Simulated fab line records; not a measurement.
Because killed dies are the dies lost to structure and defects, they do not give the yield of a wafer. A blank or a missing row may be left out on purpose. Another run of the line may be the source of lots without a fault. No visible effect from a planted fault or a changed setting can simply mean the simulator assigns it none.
Struck lot and sound lot, side by side :: flow n5 finfet :: 33 steps out of a route of 1938
Sound: wafers L173.1, L173.2, L173.5. Wafers struck: L181.3, L181.4, L181.6. The cause is given at the end.
For every step that has rows: the tool of each side, followed by ch and its chambers, followed by its first start. Under that, the readings that differ: sound wafers :: struck wafers :: difference of the means :: sigmas: that difference in standard deviations of wafers without a fault.
alike: same words and numbers on both sides, and readings whose means sit less than 2 such deviations apart. not compared: any withheld reading, any reading some wafer has no value for, any bound like >300 that may hide the same value, and any number with overlapping values for which the record gives no deviation.
A row with sigmas, a row that says differs or no value, or rows on one side alone: a step with any of these is where the two part. Non-overlapping numbers with no deviation appear without sigmas and do not part them. Lack of a reading on every wafer of one side parts them only where that side has two or more wafers.

first, 1 step without rows for these wafers: N5_BEOL_M5_CMP_52 (polishes, stops on SiCOH lowk, t overpolish 6.9 s, target thk 62 nm).
N5_BEOL_M5_THK_MEAS_53: measures by xrf.
  sound: film metro-02 at day 8 20:37; struck: film metro-02 at day 10 12:25
  alike: M5_THK
then, 1 step without rows for these wafers: N5_BEOL_M5_PRE_CLEAN_77 (time 15 s).
N5_BEOL_M5_CO_CAP_78: material Co, precursor CCTBA/H2, target thk 2 nm, time 102.1 s.
  sound on cvd co-01 ch 0,1,2, day 8 20:41; struck on cvd co-01 ch 0,1, day 10 12:38
  alike: heater power outer w, heater power w
then, 1 step without rows for these wafers: N5_BEOL_M5_PRE_CLEAN_55 (time 15 s).
N5_BEOL_M5_DEP_56: deposits SiCN from 3MS/NH3, target thk 8 nm, time 14 s.
  sound on pecvd-03 ch 1,2, day 8 20:48; struck on pecvd-01 ch 0,1, day 10 12:47
  alike: chamber pressure Torr, rf fwd power W, showerhead plenum p Torr, throttle valve pct
N5_BEOL_M5_RS_MEAS_57: measures by four-point-probe.
  sound: film metro-01 at day 8 20:52; struck: film metro-02 at day 10 12:51
  alike: M5_RS
N5_BEOL_M5_INSPECT_58: inspects for defects (darkfield).
  sound: defect inspect-01 at day 8 20:53; struck: defect inspect-02 at day 10 12:52
  alike: raw defect count
then, 2 steps without rows for these wafers: N5_BEOL_M6_ILD_DEP_00 (deposits SiCOH lowk from DEMS/porogen, target thk 179.75 nm, time 33.4 s); N5_BEOL_M6_CURE_74 (cures SiCOH lowk, time 240 s).
N5_BEOL_M6_THK_MEAS_01:
  sound: film metro-02 at day 8 21:31; struck: film metro-01 at day 10 13:31
  alike: M6_ILD_THK
N5_BEOL_M6_PECVD_70: deposits SiO2 from TEOS/O2, target thk 20 nm, time 22.7 s.
  sound on pecvd-03 ch 1,2, day 8 21:32; struck on pecvd-03 ch 0,1,2, day 10 13:32
  alike: heater power outer w, heater power w, showerhead plenum p Torr, throttle valve pct
N5_BEOL_M6_HM_DEP_02: deposits TiN, target thk 20 nm.
  sound: pvd sputter-03 at day 8 23:14; struck: pvd sputter-01 at day 10 14:42
  no value came back on the struck wafers for chamber pressure pa (Pa), substrate temp c (C), throttle valve pct (%); on the sound wafers chamber pressure pa (Pa) reads 0.5013 0.4989 0.4992
then, 8 steps without rows for these wafers: N5_BEOL_M6_COAT_59 (time 60 s, resist thk 100 nm); N5_BEOL_M6_COAT_60 (time 60 s, resist thk 35 nm); N5_BEOL_M6_COAT_05 (resist thk 90 nm); N5_BEOL_M6_EBR_07; N5_BEOL_M6_SOFTBAKE_06 (time 60 s); N5_BEOL_M6_EXPOSE_08 (exposes mask M6); N5_BEOL_M6_PEB_09 (peb time 60 s); N5_BEOL_M6_DEVELOP_10 (develop time 30 s).
N5_BEOL_M6_CD_MEAS_11 targets a cd of 38.5 nm.
  sound on cd sem-03 ch 0, day 8 23:44; struck on cd sem-03 ch 0, day 10 15:12
  alike: cd nm
N5_BEOL_M6_OVL_MEAS_12:
  sound on overlay-01 ch 0, day 8 23:46; struck on overlay-02 ch 0, day 10 15:14
  alike: M6_OVL
N5_BEOL_M6_INSPECT_13: inspects for defects (brightfield).
  sound: defect inspect-02 at day 8 23:47; struck: defect inspect-02 at day 10 15:15
reading: raw defect count
sound: 528 442 508
struck: 244 279 288
difference: -222
sigmas: -2
then, 1 step without rows for these wafers: N5_BEOL_M6_DESCUM_16 (chemistry O2, time 7.9 s).
N5_BEOL_M6_ETCH_61: etches SiARC in CF4, target depth 45.5 nm, time 75.8 s.
  sound on rie diel-03 ch 0,2,3, day 9 01:10; struck on rie diel-01 ch 0,1,3, day 10 15:49
  alike: drypump motor current A, etch rf on time s, mfc ar sccm, oes product au, rf vpp V, showerhead plenum p Torr, throttle valve pct
  not compared: rf hours counter h
then, 2 steps without rows for these wafers: N5_BEOL_M6_ETCH_62 (etches SOC in N2/H2, target depth 110 nm, overetch 22 nm, time 165 s); N5_BEOL_M6_STRIP_68 (strips in N2/H2).
N5_BEOL_M6_STRIP_67: strips in CF4.
  sound on rie diel-03 ch 0,2,3, day 9 01:22; struck on rie diel-01 ch 0,1,3, day 10 16:01
  alike: drypump motor current A, oes product au, rf vpp V, showerhead plenum p Torr, throttle valve pct
  not compared: rf hours counter h
N5_BEOL_M6_HM_OPEN_17: chemistry Cl2/BCl3, target TiN, target depth 20 nm, overetch 6 nm.
  sound on rie metal-02 ch 0,1, day 9 01:24; struck on rie metal-03 ch 0,1, day 10 16:05
reading: oes product au (a.u.)
sound: 0.53 0.81 0.81
struck: 0.30 0.30 0.30
difference: -0.42
sigmas: -6

reading: throttle valve pct (%)
sound: 22.28 22.46 22.45
struck: 23.00 22.80 22.79
difference: +0.47
sigmas: +4

reading: model.etch.depth nm (nm)
sound: 19.93 20.12 20.19
struck: 0 0 0
difference: -20
sigmas: 
  alike: drypump motor current A, mfc ar sccm
  not compared: rf hours counter h
then, 1 step without rows for these wafers: N5_BEOL_M6_STRIP_19 (strips in O2).
N5_BEOL_M6_CD_MEAS_18: pitch 80 nm, target cd 40 nm.
  sound: cd sem-03 at day 9 01:41; struck: cd sem-03 at day 10 16:17
reading: cd nm (nm)
sound: 41.2 40.1 40.3
struck: - - -
difference: no value on the struck wafers
sigmas: 
then, 1 step without rows for these wafers: N5_BEOL_M6_COAT_63 (time 60 s, resist thk 60 nm).

## WHERE THEY PART
At N5_BEOL_M6_HM_DEP_02 first; at N5_BEOL_M6_CD_MEAS_18 last (within this record only).

WHY: the cause the simulator had injected
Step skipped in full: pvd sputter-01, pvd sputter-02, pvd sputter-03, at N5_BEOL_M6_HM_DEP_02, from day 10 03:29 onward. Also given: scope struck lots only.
